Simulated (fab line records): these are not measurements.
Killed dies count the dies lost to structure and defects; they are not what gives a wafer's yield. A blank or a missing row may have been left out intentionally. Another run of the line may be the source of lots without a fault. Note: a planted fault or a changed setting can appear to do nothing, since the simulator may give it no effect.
fab line records	flow n5-finfet
record lots=9	wafers=27	last-day=18
route steps=1938 shown GATE_CUT@492 BEOL_M4@1111
lots with no fault: from the same line, run without faults
start-h: start of the lot's first displayed wafer, in hours after the record's first day	wait-h: hours from the lot's prior step to this one	" same as the row above	L1.1+2: a row that stands for several wafers	- value missing, or start not given	* or withheld: withheld	< > ~ a bound
route shown NAME@n: NAME is a module with steps in the file, n the number in the route of the first one	usual: average and standard deviation across the fault-free wafers	same: alike in all rows	chamber/n: place in a boat	sites: the reading at each site	_std_site: the values' standard deviation	_edge_site: mean of outer sites minus mean of inner sites	radius-mm: how far each site lies from the wafer's centre	mask NAME#n: copy n	behind: the most recent tool/chamber to have shaped the wafer	hold: why the lot went on hold/how many hours it stayed there/how the hold came to an end	device: names the non-switching transistor (n, p or np)	end of line: the route-end tests of the same wafers	a step given without rows: its recipe and nothing more	killed: dies that structure and defects cost at the first sort, which is not the same as the wafer's yield	map: per-die view of a wafer (x killed, . not killed, _ where there is no die)
set.NAME: the run value of the setting; set.NAME@STEP: its run value at that earlier step	model.NAME: the simulator's own value behind a step, which no gauge read
route steps across a sampled set of lots; one table per step, one row per wafer
services: from which hour (start-h, from the record's first day; less than 0 if before it) a tool's chamber was out of use, for how many hours, and why
## steps
# step N5_GATE_CUT_ETCH_36
# recipe chemistry=CF4	target=SiARC	target-depth-a=130	mask-material=CAR-EUV	time-s=21.7	ion-energy-ev=80	pressure-mtorr=40	source-w=545	bias-w=36	Ar_flow_sccm=100	cf4-flow-sccm=100	ends=cleared
# usual drypump-motor-current-A=5.9/0.33	etch-rf-on-time-s=21.4/0.41	mfc-ar-sccm=100.0/0.31	oes-product-au=0.68/0.078	rf-vpp-V=184.3/0.91	showerhead-plenum-p-Torr=2.17/0.033	throttle-valve-pct=15.59/0.21
lot.wafer	tool	chamber	start-h	wait-h	drypump-motor-current-A	etch-rf-on-time-s	mfc-ar-sccm	oes-product-au	rf-hours-counter-h	rf-vpp-V	showerhead-plenum-p-Torr	throttle-valve-pct
L582.3	rie-diel-01	2	101.13	0.0	5.5	21.6	100.2	0.60	185	184.2	2.22	15.88
L582.4	"	3	"	"	5.8	21.4	100.2	0.70	93	183.3	2.08	15.80
L582.6	"	1	"	"	5.9	21.7	100.4	0.60	-	183.0	2.13	15.67
L583.4	rie-diel-02	2	107.62	0.0	6.3	21.1	99.8	0.60	240	183.6	2.20	16.06
L583.5	"	2	"	"	6.3	21.4	99.9	0.59	-	183.9	2.20	16.01
L583.6	"	1	"	"	6.4	21.0	100.1	0.65	-	183.8	2.14	15.81
L586.1	rie-diel-01	2	127.49	0.0	5.5	21.6	100.2	0.60	195	185.1	2.21	15.92
L586.2	"	3	"	"	5.8	21.6	99.8	0.69	100	183.2	2.08	15.81
L586.6	"	2	"	"	5.5	21.7	100.1	0.59	-	184.1	2.21	15.91
L588.3	rie-diel-02	3	140.16	0.0	5.7	21.8	100.0	0.64	135	185.1	2.15	15.40
L588.4	"	3	"	"	5.7	21.8	99.7	0.64	-	182.2	2.15	15.38
L588.5	"	1	"	"	6.4	21.3	100.1	0.64	-	183.2	2.14	15.84
L590.2	rie-diel-02	1	151.80	0.0	6.4	21.2	99.9	0.64	163	183.6	2.14	15.85
L590.4	"	3	"	"	5.6	21.8	100.1	0.63	-	183.7	2.15	15.41
L590.5	"	0	"	"	5.4	21.3	99.8	0.70	-	184.0	2.17	15.51
L595.2	rie-diel-02	3	179.12	0.0	5.7	21.5	99.7	0.63	148	185.0	2.15	15.43
L595.3	"	0	"	"	5.4	21.1	99.4	0.69	79	184.8	2.17	15.54
L595.5	"	2	"	"	6.3	20.6	100.4	0.85	-	182.9	2.19	15.57
L600.2	rie-diel-01	1	213.60	0.0	5.9	22.4	100.1	0.57	243	184.7	2.11	15.73
L600.4	"	3	"	"	5.8	22.0	99.8	0.67	-	184.4	2.07	15.85
L600.6	"	1	"	"	5.9	22.3	99.8	0.57	-	183.8	2.11	15.72
L601.1	rie-diel-02	0	220.94	0.0	5.4	21.5	99.4	0.67	94	183.9	2.16	15.56
L601.2	"	3	"	"	5.7	21.6	100.3	0.62	159	183.1	2.14	15.44
L601.4	"	2	"	"	6.3	20.6	99.9	0.80	20	185.2	2.18	15.57
L602.2	rie-diel-05	1	227.35	0.0	5.9	21.8	100.1	0.74	49	182.8	2.18	15.26
L602.4	"	3	"	"	6.0	21.9	100.5	0.59	235	185.3	2.19	15.66
L602.5	"	3	"	"	6.0	21.8	100.4	0.60	-	186.4	2.19	15.66
# step N5_GATE_CUT_CMP_23
# recipe stop-on=SiO2	t-overpolish-s=23.4	post-cmp-clean=alkaline-brush	down-force-psi=2.5	platen-rpm=51.8	pad-velocity-m-s=1.0307	target-thk-nm=16
# usual head-pressure-psi=2.500/0.0058	motor-current-A=8.8/0.9	overpolish-run-s=23.401/0.0082	time-to-endpoint-s=19.3/1.7
lot.wafer	tool	chamber	start-h	wait-h	head-pressure-psi	motor-current-A	overpolish-run-s	time-to-endpoint-s
L582.3	cmp-04	1	103.41	0.8	2.498	9.5	23.392	19.9
L582.4	"	2	"	"	2.498	10.6	23.423	23.1
L582.6	"	2	"	"	2.495	10.6	23.397	21.7
L583.4	cmp-01	1	110.20	0.8	2.493	9.6	23.391	19.8
L583.5	"	0	"	"	2.489	9.8	23.391	18.4
L583.6	"	1	"	"	2.496	9.5	23.399	16.1
L586.2	cmp-03	3	129.81	0.8	2.504	9.1	23.408	20.2
L586.1	"	2	"	"	2.500	9.3	23.395	20.0
L586.6	"	3	"	"	2.500	8.4	23.398	19.3
L588.4	cmp-03	3	143.78	0.8	2.492	9.0	23.405	22.3
L588.3	"	0	"	"	2.502	7.6	23.406	21.1
L588.5	"	2	"	"	2.503	8.6	23.407	17.1
L590.4	cmp-03	3	154.14	0.8	2.512	9.0	23.396	19.0
L590.2	"	0	"	"	2.504	8.1	23.395	18.4
L590.5	"	2	"	"	2.496	9.3	23.396	18.6
L595.3	cmp-03	0	181.70	0.8	2.084	7.0	23.383	19.9
L595.2	"	1	"	"	2.509	8.8	23.402	19.8
L595.5	"	0	"	"	2.076	7.1	23.410	22.2
L600.2	cmp-01	2	216.09	0.8	2.499	9.2	23.392	17.6
L600.4	"	0	"	"	2.508	9.6	23.404	18.0
L600.6	"	2	"	"	2.501	9.6	23.396	17.4
L601.2	cmp-01	2	223.55	0.8	2.504	9.3	23.387	21.0
L601.4	"	3	"	"	2.503	7.8	23.397	20.4
L601.1	"	0	"	"	2.504	9.9	23.405	17.1
L602.4	cmp-01	3	229.72	0.8	2.498	7.5	23.406	18.7
L602.2	"	0	"	"	2.510	9.9	23.420	17.9
L602.5	"	2	"	"	2.496	9.8	23.407	18.2
# step N5_GATE_CUT_CMP_43
# recipe material=SiO2	post-cmp-clean=rinse-only
# usual motor-current-A=11.8/1.6
lot.wafer	tool	chamber	start-h	wait-h	motor-current-A
L582.4	cmp-03	1	103.73	0.0	12.0
L582.3	"	2	"	"	12.3
L582.6	"	1	"	"	11.8
L583.4	cmp-04	2	110.57	0.1	13.8
L583.6	"	1	"	"	11.8
L583.5	"	2	"	"	14.2
L586.2	cmp-01	3	130.21	0.1	10.6
L586.1	"	0	"	"	13.2
L586.6	"	3	"	"	10.1
L588.4	cmp-04	3	144.15	0.1	9.3
L588.3	"	0	"	"	10.4
L588.5	"	3	"	"	9.0
L590.2	cmp-04	3	154.58	0.2	8.9
L590.4	"	0	"	"	10.8
L590.5	"	1	"	"	12.0
L595.3	cmp-04	3	182.03	0.1	8.8
L595.2	"	1	"	"	13.1
L595.5	"	3	"	"	8.6
L600.4	cmp-03	2	216.49	0.1	11.4
L600.2	"	3	"	"	11.8
L600.6	"	1	"	"	11.8
L601.4	cmp-04	1	223.84	0.0	12.9
L601.2	"	2	"	"	13.6
L601.1	"	0	"	"	10.5
L602.2	cmp-04	2	230.17	0.2	13.6
L602.4	"	3	"	"	8.7
L602.5	"	0	"	"	10.9
# step N5_GATE_CUT_CMP_61
# recipe stop-on=SiNx	t-overpolish-s=3	post-cmp-clean=alkaline-brush	down-force-psi=4	platen-rpm=27.09	pad-velocity-m-s=0.539
# usual head-pressure-psi=4.000/0.0084	motor-current-A=11.8/1.6
lot.wafer	tool	chamber	start-h	wait-h	head-pressure-psi	motor-current-A
L582.4	cmp-03	1	104.21	0.4	3.984	11.6
L582.3	"	2	"	"	3.994	12.4
L582.6	"	1	"	"	3.977	11.6
L583.4	cmp-04	2	111.00	0.3	3.987	14.0
L583.6	"	1	"	"	3.990	13.1
L583.5	"	2	"	"	4.003	14.2
L586.2	cmp-01	3	130.64	0.3	4.002	10.4
L586.1	"	0	"	"	4.004	12.8
L586.6	"	3	"	"	3.995	10.5
L588.4	cmp-04	3	144.58	0.3	3.998	9.2
L588.3	"	0	"	"	4.017	11.1
L588.5	"	3	"	"	4.013	9.0
L590.2	cmp-04	3	154.96	0.3	4.003	9.1
L590.4	"	0	"	"	4.000	11.1
L590.5	"	1	"	"	3.995	13.1
L595.3	cmp-04	3	182.51	0.4	3.993	9.1
L595.2	"	1	"	"	4.000	13.0
L595.5	"	3	"	"	4.010	8.7
L600.4	cmp-03	2	216.92	0.3	4.002	12.0
L600.2	"	3	"	"	3.989	11.7
L600.6	"	1	"	"	3.998	11.8
L601.4	cmp-04	1	224.32	0.4	3.993	13.6
L601.2	"	2	"	"	3.984	14.4
L601.1	"	0	"	"	4.010	11.1
L602.2	cmp-04	2	230.55	0.3	4.003	14.4
L602.4	"	3	"	"	3.996	9.3
L602.5	"	0	"	"	3.990	10.4
# step N5_BEOL_M4_RC_MEAS_101
# usual DIBL_N=36.4/1.4	DIBL_P=36.3/1.8	IOFF_N=0.163/0.024	IOFF_P=0.21/0.034	ION_N=673/11	ION_P=461/7.4	SS_N=71.6/0.52	SS_P=73.3/0.58	VT_N=249.4/2.5	VT_P=-250/3.5
lot.wafer	tool	chamber	start-h	wait-h	DIBL_N[mV/V]	DIBL_P[mV/V]	IOFF_N[nA/um]	IOFF_P[nA/um]	ION_N[uA/um]	ION_P[uA/um]	SS_N[mV/dec]	SS_P[mV/dec]	VT_N[mV]	VT_P[mV]
L582.3	prober-02	0	186.20	0.3	36.8	37.2	0.173	0.19	674	449	71.8	73.8	246.7	-254
L582.4	"	0	"	"	36.2	36.3	0.167	0.19	685	455	71.4	72.5	246.7	-254
L582.6	"	0	"	"	35.0	35.3	0.147	0.17	668	453	71.9	72.8	251.3	-254
L583.4	prober-02	0	192.36	0.5	34.6	33.8	0.118	0.20	651	458	70.6	72.5	254.1	-248
L583.5	"	0	"	"	36.9	36.4	0.154	0.25	661	462	72.2	72.9	247.8	-247
L583.6	"	0	"	"	37.7	38.1	0.176	0.27	682	477	72.1	74.1	249.6	-243
L586.1	prober-01	0	209.37	0.0	34.1	35.5	0.139	0.18	652	448	71.5	73.3	253.9	-253
L586.2	"	0	"	"	35.7	37.6	0.168	0.22	668	455	71.9	73.5	249.8	-252
L586.6	"	0	"	"	34.1	35.9	0.138	0.19	656	455	71.8	73.8	253.2	-254
L588.3	prober-01	0	225.25	0.3	36.0	35.9	0.159	0.20	652	450	72.2	73.1	250.4	-250
L588.4	"	0	"	"	34.4	34.8	0.137	0.18	651	451	70.9	72.5	252.9	-254
L588.5	"	0	"	"	35.0	34.5	0.145	0.18	659	446	71.7	73.3	254.1	-253
L590.2	prober-01	0	228.92	0.2	34.6	33.8	0.134	0.18	676	462	71.2	71.9	249.4	-255
L590.4	"	0	"	"	36.2	35.3	0.156	0.19	675	458	71.5	74.2	248.3	-251
L590.5	"	0	"	"	35.7	34.9	0.144	0.19	675	463	71.9	73.3	249.2	-254
L595.2	prober-02	0	261.20	0.2	37.7	35.9	0.174	0.21	663	451	72.5	73.4	252.2	-249
L595.3	"	0	"	"	35.0	33.7	0.124	0.17	661	455	71.4	73.3	254.1	-250
L595.5	"	0	"	"	35.7	33.7	0.138	0.17	653	448	71.8	72.7	252.6	-256
L601.1	prober-02	0	300.13	0.0	35.3	31.4	0.130	0.15	674	453	71.3	72.9	250.6	-258
L601.2	"	0	"	"	34.5	30.9	0.117	0.14	669	450	70.8	72.6	251.5	-257
L601.4	"	0	"	"	35.9	32.4	0.137	0.16	660	446	70.6	72.0	250.8	-255
L600.2	prober-02	0	303.23	0.2	35.1	34.8	0.137	0.19	665	460	70.9	73.0	250.8	-250
L600.4	"	0	"	"	36.0	35.2	0.146	0.20	666	455	71.1	72.9	251.1	-250
L600.6	"	0	"	"	35.1	35.0	0.142	0.20	662	456	70.9	72.6	248.0	-248
L602.2	prober-01	0	306.09	0.2	37.4	35.5	0.158	0.23	674	466	71.0	73.2	249.3	-247
L602.4	"	0	"	"	40.3	38.7	0.217	0.30	691	465	72.4	73.9	245.3	-242
L602.5	"	0	"	"	36.6	33.9	0.146	0.22	656	458	71.6	72.1	254.2	-247
## services
tool	chamber	start-h	hours	kind
rie-diel-05	3	94.96	1.2	repair
rie-diel-02	2	138.40	-	clean
rie-diel-02	2	138.40	-	consumable-replace:focus-ring
rie-diel-02	2	138.40	25.0	scheduled-down
rie-diel-02	2	138.40	25.0	vent-cycle
cmp-03	-	140.57	2.4	repair
rie-diel-01	3	147.65	1.5	repair
cmp-03	-	155.77	4.0	pm
rie-diel-02	3	191.01	10.1	repair
rie-diel-01	0	196.11	-	clean
rie-diel-01	0	196.11	-	consumable-replace:focus-ring
rie-diel-01	0	196.11	21.7	scheduled-down
rie-diel-01	0	196.11	21.7	vent-cycle
rie-diel-05	1	210.89	6.7	repair
cmp-03	-	220.46	0.3	repair
cmp-03	-	226.68	4.0	pm
cmp-01	-	230.12	0.3	repair
## key
first-sign step=N5_GATE_CUT_CMP_23	reading=head-pressure-psi	direction=down	sigmas=72	usual=2.500	struck=2.080
effect none on later readings
met-at N5_GATE_CUT_CMP_23
struck-lots L595
struck-wafers L595.3,L595.5
not-acting-at N5_GATE_CUT_ETCH_36,N5_GATE_CUT_CMP_43,N5_GATE_CUT_CMP_61
onset-between 154.14 181.70
fault kind=process-parameter-drift	tool=cmp-03	chamber=0	onset-h=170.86	steps=N5_GATE_CUT_CMP_23	channel=down-force-psi	offset=-0.41721	shape=step	acts-in=these-recipes-only	stated=2.5
